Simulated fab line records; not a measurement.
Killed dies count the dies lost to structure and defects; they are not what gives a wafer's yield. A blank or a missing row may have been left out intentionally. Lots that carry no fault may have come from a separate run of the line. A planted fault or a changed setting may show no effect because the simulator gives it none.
The tool behind it: which one? || flow n5-finfet || Sampling: 8 lots, 24 wafers, 5 of 1938 route steps

## WHAT THE GAUGES SHOWED, per wafer
N5_SD_ACTIVATION_RS_MEAS_03: measures by four-point-probe.
{"lot": "L698", "measured": "day 3 22:29", "on": "film-metro-02", "RS_SD_N (ohm/sq)": "21.65 21.81 21.60"}
{"lot": "L700", "measured": "day 4 10:20", "on": "film-metro-01", "RS_SD_N (ohm/sq)": "22.31 22.00 22.15"}
{"lot": "L703", "measured": "day 5 03:35", "on": "film-metro-02", "RS_SD_N (ohm/sq)": "21.77 21.43 21.71"}
{"lot": "L705", "measured": "day 5 16:58", "on": "film-metro-01", "RS_SD_N (ohm/sq)": "21.80 21.64 21.57"}
{"lot": "L713", "measured": "day 7 19:20", "on": "film-metro-01", "RS_SD_N (ohm/sq)": "21.96 21.95 21.74"}
{"lot": "L717", "measured": "day 8 16:41", "on": "film-metro-02", "RS_SD_N (ohm/sq)": "23.44 23.42 23.39"}
{"lot": "L718", "measured": "day 8 23:18", "on": "film-metro-01", "RS_SD_N (ohm/sq)": "23.64 23.44 23.79"}
{"lot": "L719", "measured": "day 9 02:11", "on": "film-metro-01", "RS_SD_N (ohm/sq)": "21.56 21.70 21.82"}

## WHICH TOOL RAN EACH LOT (tool, then ch and the chambers of the sampled wafers, then the start)
{"lot": "L698", "N5_SPACER0_ALD_08": "ald-sin-04 ch 1,2,3, day 3 12:52", "N5_SD_EPI_N_DESCUM_14": "rie-diel-03 ch 1,2,3, day 3 13:37", "N5_SD_EPI_N_STRIP_38": "plasma-asher-01 ch 0,1, day 3 14:38", "N5_SD_EPI_N_EPI_21": "epi-rpcvd-03 ch 0, day 3 15:31"}
{"lot": "L700", "N5_SPACER0_ALD_08": "ald-sin-04 ch 0,1, day 4 00:10", "N5_SD_EPI_N_DESCUM_14": "rie-diel-02 ch 0,1,3, day 4 01:17", "N5_SD_EPI_N_STRIP_38": "plasma-asher-01 ch 0,1, day 4 02:04", "N5_SD_EPI_N_EPI_21": "epi-rpcvd-04 ch 0, day 4 02:58"}
{"lot": "L703", "N5_SPACER0_ALD_08": "ald-sin-04 ch 1,2,3, day 4 17:35", "N5_SD_EPI_N_DESCUM_14": "rie-diel-01 ch 0,1,3, day 4 18:41", "N5_SD_EPI_N_STRIP_38": "plasma-asher-02 ch 0,1, day 4 19:29", "N5_SD_EPI_N_EPI_21": "epi-rpcvd-03 ch 0, day 4 20:41"}
{"lot": "L705", "N5_SPACER0_ALD_08": "ald-sin-02 ch 0,1, day 5 07:29", "N5_SD_EPI_N_DESCUM_14": "rie-diel-03 ch 0,2,3, day 5 08:17", "N5_SD_EPI_N_STRIP_38": "plasma-asher-02 ch 0,1, day 5 09:05", "N5_SD_EPI_N_EPI_21": "epi-rpcvd-03 ch 0, day 5 10:31"}
{"lot": "L713", "N5_SPACER0_ALD_08": "ald-sin-03 ch 0,1,3, day 7 09:08", "N5_SD_EPI_N_DESCUM_14": "rie-diel-03 ch 0,1,3, day 7 09:47", "N5_SD_EPI_N_STRIP_38": "plasma-asher-02 ch 0, day 7 10:34", "N5_SD_EPI_N_EPI_21": "epi-rpcvd-04 ch 0, day 7 11:28"}
{"lot": "L717", "N5_SPACER0_ALD_08": "ald-sin-02 ch 0,1,2, day 8 07:21", "N5_SD_EPI_N_DESCUM_14": "rie-diel-01 ch 0,3, day 8 08:00", "N5_SD_EPI_N_STRIP_38": "plasma-asher-02 ch 0,1, day 8 08:47", "N5_SD_EPI_N_EPI_21": "epi-rpcvd-04 ch 0, day 8 09:57"}
{"lot": "L718", "N5_SPACER0_ALD_08": "ald-sin-02 ch 0,2,3, day 8 14:02", "N5_SD_EPI_N_DESCUM_14": "rie-diel-02 ch 1,2,3, day 8 14:43", "N5_SD_EPI_N_STRIP_38": "plasma-asher-02 ch 0,1, day 8 15:30", "N5_SD_EPI_N_EPI_21": "epi-rpcvd-04 ch 0, day 8 16:24"}
{"lot": "L719", "N5_SPACER0_ALD_08": "ald-sin-02 ch 0,1,3, day 8 16:56", "N5_SD_EPI_N_DESCUM_14": "rie-diel-03 ch 2,3, day 8 17:35", "N5_SD_EPI_N_STRIP_38": "plasma-asher-01 ch 0,1, day 8 18:22", "N5_SD_EPI_N_EPI_21": "epi-rpcvd-03 ch 0, day 8 19:15"}
- N5_SPACER0_ALD_08: deposits SiNx, target thk 2 nm.
- N5_SD_EPI_N_DESCUM_14: chemistry O2, time 7.9 s.
- N5_SD_EPI_N_STRIP_38: strips in N2/H2.
- N5_SD_EPI_N_EPI_21: deposits Si:P, time 690 s.

## THE ANSWER, worked out from the rows above alone
Rule: what is usual is taken from the lots themselves. Put in order of their means at a reading, lots are off if they are a third of the lots or fewer, leave a main group of 4 or more, and stand apart from it by a gap of 3 or more times the standard deviation of the main group's means; of several such gaps the widest counts. The tables above print the reading to a certain number of digits; a main group whose means all agree to those digits is not used. A lot without any number at a reading at which 4 lots or more have one is off too. Any other lot the step has rows for is counted as sound.
Off: at N5_SD_ACTIVATION_RS_MEAS_03 (RS_SD_N), L717, L718. Mean 21.79 ohm/sq and standard deviation 0.18 in the main group.
A tool fits if, at a process step before that reading, it ran every lot that is off, and no sound lot after the first of them. The gauges at N5_SD_ACTIVATION_RS_MEAS_03 are tried like those tools. Undecided on this evidence; 2 tools fit (plasma-asher-02 at N5_SD_EPI_N_STRIP_38, epi-rpcvd-04 at N5_SD_EPI_N_EPI_21).

## WHAT HAD BEEN PUT IN BY THE SIMULATOR
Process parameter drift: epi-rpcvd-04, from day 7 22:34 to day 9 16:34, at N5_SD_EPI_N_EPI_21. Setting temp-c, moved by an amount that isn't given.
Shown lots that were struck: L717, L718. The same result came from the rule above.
